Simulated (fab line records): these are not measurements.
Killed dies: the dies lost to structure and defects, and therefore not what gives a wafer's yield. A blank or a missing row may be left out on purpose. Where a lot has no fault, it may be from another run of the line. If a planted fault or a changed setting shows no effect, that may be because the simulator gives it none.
Matching of chambers + flow n5-finfet + 3 sister chambers for N5_BEOL_M0_SAQP_PECVD_04 on pecvd-04
The step deposits a-Si from SiH4/He, target thk 60 nm, time 60.2 s. 6 wafers are shown with their chamber, then 7 later ones without.

## EACH WAFER AND ITS CHAMBER
| wafer  | chamber | showerhead-plenum-p-Torr (Torr) | throttle-valve-pct (%) |
|--------|---------|---------------------------------|------------------------|
| L080.1 | 2       | 5.65                            | 17.2                   |
| L080.6 | 0       | 5.76                            | 18.3                   |
| L081.4 | 1       | 5.69                            | 16.9                   |
| L081.6 | 0       | 5.76                            | 18.3                   |
| L090.1 | 1       | 5.69                            | 17.1                   |
| L090.3 | 2       | 5.66                            | 17.4                   |

## WAFERS MISSING THEIR CHAMBER
| wafer  | showerhead-plenum-p-Torr (Torr) | throttle-valve-pct (%) |
|--------|---------------------------------|------------------------|
| L090.5 | 5.75                            | 18.5                   |
| L094.1 | 5.68                            | 17.1                   |
| L094.4 | 5.69                            | 17.0                   |
| L094.6 | 5.76                            | 18.8                   |
| L097.1 | 5.75                            | 18.5                   |
| L097.5 | 5.77                            | 18.6                   |
| L097.6 | 5.69                            | 17.1                   |

## THE CHAMBER EACH PASSED THROUGH
| wafer  | from the rows above | in truth                   |
|--------|---------------------|----------------------------|
| L090.5 | 0                   | 0                          |
| L094.1 | 1                   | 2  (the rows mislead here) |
| L094.4 | 1                   | 1                          |
| L094.6 | 0                   | 0                          |
| L097.1 | 0                   | 0                          |
| L097.5 | 0                   | 0                          |
| L097.6 | 1                   | 1                          |
Correctly placed: 6 of 7. Not placeable from these rows: 0. Placed wrongly: 1.
How it was worked out, from the rows above alone: a wafer's distance from a chamber is the root of the sum, over the readings, of the square of ((its reading less the chamber's mean) divided by the reading's scatter). The wafer belongs to the nearest chamber; if the next one is less than 2 further off, it can't be placed. A chamber's mean is the mean of its shown wafers. The scatter is the square root of a quotient: the sum, over the shown wafers, of each reading's squared deviation from its chamber's mean, divided by wafers minus chambers.
